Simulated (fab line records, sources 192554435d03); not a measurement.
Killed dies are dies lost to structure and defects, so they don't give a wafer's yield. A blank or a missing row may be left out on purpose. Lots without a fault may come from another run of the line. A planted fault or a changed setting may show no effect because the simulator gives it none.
A struck lot beside a sound one | flow n5_finfet | 40 steps out of a route of 1938
Sound: wafers L874.1, L874.5, L874.6. Struck: wafer L881.1. (L881.6 of the same lot was not struck and is left out.) The cause comes at the end.
At each step with rows: each side's tool, then ch and its chambers, then its first start. Under that, the readings that differ: sound wafers | struck wafers | difference of the means | sigmas: that difference in standard deviations of wafers without a fault.
alike: readings whose means differ by less than 2 such deviations, and words and numbers that are the same on both sides. not compared: withheld readings, readings that some wafer has no value for, bounds like >300 that may hide the same value, and numbers for which the record gives no deviation and whose values overlap.
The two part at a step that has a row with sigmas, a row that says differs or no value, or rows on one side only. Numbers that don't overlap but have no deviation are shown without sigmas and don't part them. A reading that every wafer of one side lacks parts them only if that side has two wafers or more.

first, 11 steps without rows for these wafers: N5_DUMMY_REMOVAL_HM_STRIP_01 (strips SiNx in CH3F/O2, stops on poly-Si, target depth 4 nm, time 6.8 s); N5_DUMMY_REMOVAL_STRIP_10 (strips in N2/H2, time 40 s); N5_DUMMY_REMOVAL_PRECLEAN_07 (cleans in dHF, time 30 s); N5_DUMMY_REMOVAL_DUMMY_REMOVE_02 (chemistry TMAH, target poly-Si, stops on SiO2, target depth 142 nm, time 57 s, rinse time 30 s); N5_DUMMY_REMOVAL_PRECLEAN_08 (cleans in NF3:NH3, afs cycles 2, time 20 s, sublimation time 60 s); N5_DUMMY_REMOVAL_PRECLEAN_04 (cleans in DHF, time 37 s); N5_DUMMY_REMOVAL_SRD_05 (time 30 s); N5_HKMG_FIN_IL_REGROW_00 (material SiO2, chemistry O3, target thk 0.75 nm, time 30 s); N5_HKMG_FIN_HK_ALD_01 (deposits HfO2, target thk 1.6 nm, pulse time 3 s, purge time 3 s); N5_HKMG_FIN_HK_ANNEAL_02 (time 30 s); N5_HKMG_FIN_ALD_74 (deposits La2O3, target thk 0.5 nm, pulse time 6 s, co reactant pulse time 1 s).
N5_HKMG_FIN_ALD_75: deposits Al2O3, target thk 1 nm, co reactant pulse time 1 s.
  sound on ald_hk-01 ch 0,3, day 5 10:11; struck on ald_hk-01 ch 2, day 6 22:52
  reading                                    | sound | struck | difference | sigmas
  model.Al2O3_of_HKMG_FIN_ALD_75.thk_nm (nm) | 1 1 1 | 0.4    | -0.6       |
  alike: heater_power_w, precursor_pulse_height_rel
then, 17 steps without rows for these wafers: N5_HKMG_FIN_COAT_41 (time 60 s, resist thk 300 nm); N5_HKMG_FIN_COAT_42 (time 60 s, resist thk 35 nm); N5_HKMG_FIN_COAT_43 (resist thk 90 nm); N5_HKMG_FIN_EBR_45; N5_HKMG_FIN_SOFTBAKE_44 (time 60 s); N5_HKMG_FIN_EXPOSE_46 (exposes mask NDIPOLE); N5_HKMG_FIN_PEB_47 (peb time 60 s); N5_HKMG_FIN_DEVELOP_48 (develop time 30 s); N5_HKMG_FIN_DESCUM_53 (chemistry O2, time 7.9 s); N5_HKMG_FIN_ETCH_54 (etches SiARC in CF4, target depth 45.5 nm, time 75.8 s); N5_HKMG_FIN_ETCH_55 (etches SOC in N2/H2, target depth 240 nm, time 300 s); N5_HKMG_FIN_STRIP_56 (strips in N2/H2); N5_HKMG_FIN_STRIP_57 (strips in CF4); N5_HKMG_FIN_ETCH_58 (etches SOC in N2/H2, target depth 215.8 nm, time 741 s); N5_HKMG_FIN_STRIP_93 (strips SOC in N2/H2, time 20 s); N5_HKMG_FIN_WET_ETCH_76 (etches Al2O3 in dNH4OH, stops on La2O3, target depth 2.25 nm, rinse time 30 s); N5_HKMG_FIN_STRIP_60 (strips in N2/H2, time 360 s).
N5_HKMG_FIN_WET_ETCH_77: etches La2O3 in dHCl, stops on HfO2, target depth 2 nm.
  sound on wet_bench-02 ch 2,4,6, day 5 11:59; struck on wet_bench-06 ch 3, day 7 00:34
  reading                                    | sound | struck | difference | sigmas
  model.Al2O3_of_HKMG_FIN_ALD_75.thk_nm (nm) | 1 1 1 | 0.4    | -0.6       |
  alike: temp_c
then, 8 steps without rows for these wafers: N5_HKMG_FIN_WET_ETCH_78 (etches Al2O3 in dNH4OH, stops on La2O3, target depth 4.5 nm, rinse time 30 s); N5_HKMG_FIN_ALD_79 (deposits TiN, target thk 1.5 nm, pulse time 1 s, purge time 3 s); N5_HKMG_FIN_CVD_62 (deposits a-Si from Si2H6, target thk 3 nm, time 20.8 s); N5_HKMG_FIN_RTA_80 (time 2 s); N5_HKMG_FIN_PRECLEAN_64 (cleans in dHF, time 30 s); N5_HKMG_FIN_WET_ETCH_65 (etches a-Si in TMAH, stops on TiN, time 49 s, target depth 3 nm); N5_HKMG_FIN_WET_ETCH_81 (etches TiN in SC1, stops on HfO2, time 57 s, target depth 6 nm); N5_HKMG_FIN_WET_ETCH_82 (etches La2O3 in dHCl, stops on HfO2, target depth 2 nm, rinse time 30 s).
-- the record jumps here: 6 days lie between the struck wafers' starts before and after (it left off in module HKMG_FIN and takes up again in module BEOL_M4, whose first step shown is number 1111 of the route) --
N5_BEOL_M4_RC_MEAS_101:
  sound on prober-02 ch 0, day 12 08:58; struck on prober-02 ch 0, day 13 12:13
  reading        | sound          | struck | difference | sigmas
  DIBL_N (mV/V)  | 36.6 31.1 35.8 | 42.1   | +7.6       | +3
  DIBL_P (mV/V)  | 38 30 35       | 43     | +9         | +3
  IOFF_N (nA/um) | 0.17 0.09 0.15 | 0.31   | +0.17      | +3
  IOFF_P (nA/um) | 0.27 0.16 0.22 | 0.40   | +0.18      | +3
  ION_N (uA/um)  | 669 638 666    | 700    | +42        | +3
  SS_N (mV/dec)  | 71.8 71.0 71.7 | 73.5   | +2.0       | +3
  SS_P (mV/dec)  | 73.7 71.6 73.3 | 74.7   | +1.8       | +2
  VT_N (mV)      | 250 261 252    | 243    | -11        | -3
  VT_P (mV)      | -247 -254 -250 | -240   | +10        | +3
  alike: ION_P
-- the record jumps here: 4 days lie between the struck wafers' starts before and after (it left off in module BEOL_M4 and takes up again in module PASSIVATION, whose first step shown is number 1936 of the route) --
N5_PASSIVATION_PROBE_49:
  the record has rows for the struck wafers here (prober-01, day 17 21:14) and none for the sound ones

WHERE THEY PART
First at N5_BEOL_M4_RC_MEAS_101; last, within this record, at N5_PASSIVATION_PROBE_49.

WHY: what the simulator had put in
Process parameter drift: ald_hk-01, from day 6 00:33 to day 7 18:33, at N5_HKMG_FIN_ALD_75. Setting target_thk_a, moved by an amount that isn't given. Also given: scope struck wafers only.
